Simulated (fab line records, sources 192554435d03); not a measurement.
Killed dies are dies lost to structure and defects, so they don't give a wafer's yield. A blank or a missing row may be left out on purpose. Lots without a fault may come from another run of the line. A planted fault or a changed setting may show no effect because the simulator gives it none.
Chamber matching | flow n5_finfet | N5_BEOL_M8_PECVD_70 on pecvd-02: 3 sister chambers
The step deposits SiO2 from TEOS/O2, target thk 20 nm, time 22.7 s. 3 wafers are shown with their chamber, then 7 later ones without.

WAFERS WITH THEIR CHAMBER
wafer  | chamber | throttle_valve_pct (%)
L086.4 | 0       | 22.8
L092.4 | 1       | 23.7
L092.5 | 2       | 21.0

WAFERS WITHOUT THEIR CHAMBER
wafer  | throttle_valve_pct (%)
L092.6 | 23.0
L095.1 | 21.2
L095.2 | 23.5
L095.3 | 23.0
L094.1 | 23.8
L094.2 | 22.9
L094.3 | 23.8

WHICH CHAMBER EACH WENT THROUGH
wafer  | from the rows above | in truth
L092.6 | 0                   | 0
L095.1 | 2                   | 2
L095.2 | 1                   | 1
L095.3 | 0                   | 0
L094.1 | 1                   | 1
L094.2 | 0                   | 0
L094.3 | 1                   | 1
Placed correctly: 7 of 7. Can't be placed from these rows: 0. Placed wrongly: 0.
How it was worked out, from the rows above alone: a wafer's distance from a chamber is the root of the sum, over the readings, of the square of ((its reading less the chamber's mean) divided by the reading's scatter). The wafer belongs to the nearest chamber; if the next one is less than 2 further off, it can't be placed. A chamber's mean is the mean of its shown wafers. The scatter: with one shown wafer a chamber, the root of the mean of the squares of how far each hidden wafer lies from its nearest shown one.
